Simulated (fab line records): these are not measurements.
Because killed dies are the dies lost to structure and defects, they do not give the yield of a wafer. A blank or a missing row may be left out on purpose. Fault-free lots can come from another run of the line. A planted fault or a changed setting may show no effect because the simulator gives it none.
Chamber matching / flow n5Finfet / 4 sister chambers for N5_BEOL_M6_DESCUM_33 on rieDiel-04
The step chemistry O2, time 7 s. 22 wafers are shown with their chamber, then 11 later ones without.

## EACH WAFER AND ITS CHAMBER
wafer=L074.2; chamber=2; showerheadPlenumPTorr (Torr)=2.11; drypumpMotorCurrentA (A)=5.6; throttleValvePct (%)=20.40
wafer=L074.3; chamber=3; showerheadPlenumPTorr (Torr)=2.03; drypumpMotorCurrentA (A)=5.5; throttleValvePct (%)=20.61
wafer=L074.5; chamber=2; showerheadPlenumPTorr (Torr)=2.11; drypumpMotorCurrentA (A)=5.6; throttleValvePct (%)=20.42
wafer=L075.3; chamber=3; showerheadPlenumPTorr (Torr)=2.03; drypumpMotorCurrentA (A)=5.5; throttleValvePct (%)=20.62
wafer=L075.5; chamber=0; showerheadPlenumPTorr (Torr)=2.12; drypumpMotorCurrentA (A)=5.8; throttleValvePct (%)=20.22
wafer=L075.6; chamber=1; showerheadPlenumPTorr (Torr)=1.99; drypumpMotorCurrentA (A)=6.2; throttleValvePct (%)=20.66
wafer=L082.2; chamber=1; showerheadPlenumPTorr (Torr)=1.99; drypumpMotorCurrentA (A)=6.2; throttleValvePct (%)=20.65
wafer=L082.4; chamber=3; showerheadPlenumPTorr (Torr)=2.02; drypumpMotorCurrentA (A)=5.5; throttleValvePct (%)=20.64
wafer=L082.5; chamber=1; showerheadPlenumPTorr (Torr)=1.99; drypumpMotorCurrentA (A)=6.1; throttleValvePct (%)=20.67
wafer=L085.1; chamber=0; showerheadPlenumPTorr (Torr)=2.12; drypumpMotorCurrentA (A)=5.9; throttleValvePct (%)=20.24
wafer=L085.2; chamber=3; showerheadPlenumPTorr (Torr)=2.02; drypumpMotorCurrentA (A)=5.5; throttleValvePct (%)=20.66
wafer=L085.3; chamber=2; showerheadPlenumPTorr (Torr)=2.10; drypumpMotorCurrentA (A)=5.6; throttleValvePct (%)=20.46
wafer=L085.4; chamber=1; showerheadPlenumPTorr (Torr)=1.98; drypumpMotorCurrentA (A)=6.1; throttleValvePct (%)=20.67
wafer=L085.5; chamber=2; showerheadPlenumPTorr (Torr)=2.10; drypumpMotorCurrentA (A)=5.6; throttleValvePct (%)=20.47
wafer=L085.6; chamber=1; showerheadPlenumPTorr (Torr)=1.98; drypumpMotorCurrentA (A)=6.1; throttleValvePct (%)=20.67
wafer=L088.1; chamber=2; showerheadPlenumPTorr (Torr)=2.10; drypumpMotorCurrentA (A)=5.6; throttleValvePct (%)=20.44
wafer=L088.2; chamber=0; showerheadPlenumPTorr (Torr)=2.12; drypumpMotorCurrentA (A)=5.8; throttleValvePct (%)=20.24
wafer=L088.6; chamber=0; showerheadPlenumPTorr (Torr)=2.12; drypumpMotorCurrentA (A)=5.8; throttleValvePct (%)=20.24
wafer=L091.1; chamber=2; showerheadPlenumPTorr (Torr)=2.09; drypumpMotorCurrentA (A)=5.6; throttleValvePct (%)=20.48
wafer=L091.4; chamber=3; showerheadPlenumPTorr (Torr)=2.02; drypumpMotorCurrentA (A)=5.5; throttleValvePct (%)=20.66
wafer=L091.5; chamber=3; showerheadPlenumPTorr (Torr)=2.02; drypumpMotorCurrentA (A)=5.5; throttleValvePct (%)=20.67
wafer=L090.1; chamber=1; showerheadPlenumPTorr (Torr)=1.98; drypumpMotorCurrentA (A)=6.1; throttleValvePct (%)=20.71

SIGNATURES (averages over the wafers above)
reading=showerheadPlenumPTorr; chamber 0=2.1200; chamber 1=1.9850; chamber 2=2.1017; chamber 3=2.0233; scatter within a chamber=0.00561
reading=drypumpMotorCurrentA; chamber 0=5.825; chamber 1=6.133; chamber 2=5.600; chamber 3=5.500; scatter within a chamber=0.034
reading=throttleValvePct; chamber 0=20.2350; chamber 1=20.6717; chamber 2=20.4450; chamber 3=20.6433; scatter within a chamber=0.0236
Rule: a wafer's distance from a chamber is the root of the sum, over the readings, of the square of ((its reading less the chamber's mean) divided by the reading's scatter). The wafer belongs to the nearest chamber; if the next one is less than 2 further off, it can't be placed. The scatter: the root of (the sum of the squares of (reading less its chamber's mean) over the shown wafers, divided by (wafers less chambers)).

## WAFERS WITHOUT THEIR CHAMBER
wafer=L090.3; showerheadPlenumPTorr (Torr)=2.02; drypumpMotorCurrentA (A)=5.5; throttleValvePct (%)=20.68
wafer=L090.5; showerheadPlenumPTorr (Torr)=2.02; drypumpMotorCurrentA (A)=5.5; throttleValvePct (%)=20.67
wafer=L096.2; showerheadPlenumPTorr (Torr)=2.01; drypumpMotorCurrentA (A)=5.5; throttleValvePct (%)=20.68
wafer=L096.3; showerheadPlenumPTorr (Torr)=2.09; drypumpMotorCurrentA (A)=5.6; throttleValvePct (%)=20.50
wafer=L096.4; showerheadPlenumPTorr (Torr)=2.01; drypumpMotorCurrentA (A)=5.5; throttleValvePct (%)=20.70
wafer=L095.2; showerheadPlenumPTorr (Torr)=2.01; drypumpMotorCurrentA (A)=5.5; throttleValvePct (%)=20.69
wafer=L095.4; showerheadPlenumPTorr (Torr)=2.09; drypumpMotorCurrentA (A)=5.6; throttleValvePct (%)=20.51
wafer=L095.5; showerheadPlenumPTorr (Torr)=2.01; drypumpMotorCurrentA (A)=5.5; throttleValvePct (%)=20.70
wafer=L097.1; showerheadPlenumPTorr (Torr)=1.97; drypumpMotorCurrentA (A)=6.1; throttleValvePct (%)=20.73
wafer=L097.4; showerheadPlenumPTorr (Torr)=2.11; drypumpMotorCurrentA (A)=5.8; throttleValvePct (%)=20.26
wafer=L097.6; showerheadPlenumPTorr (Torr)=1.97; drypumpMotorCurrentA (A)=6.1; throttleValvePct (%)=20.72

## EACH ONE'S CHAMBER
wafer=L090.3; from the rows above=3; in truth=3
wafer=L090.5; from the rows above=3; in truth=3
wafer=L096.2; from the rows above=3; in truth=3
wafer=L096.3; from the rows above=2; in truth=2
wafer=L096.4; from the rows above=3; in truth=3
wafer=L095.2; from the rows above=3; in truth=3
wafer=L095.4; from the rows above=2; in truth=2
wafer=L095.5; from the rows above=3; in truth=3
wafer=L097.1; from the rows above=1; in truth=1
wafer=L097.4; from the rows above=0; in truth=0
wafer=L097.6; from the rows above=1; in truth=1
Placed correctly: 11 of 11. From these rows, 0 cannot be placed. Placed wrongly: 0.
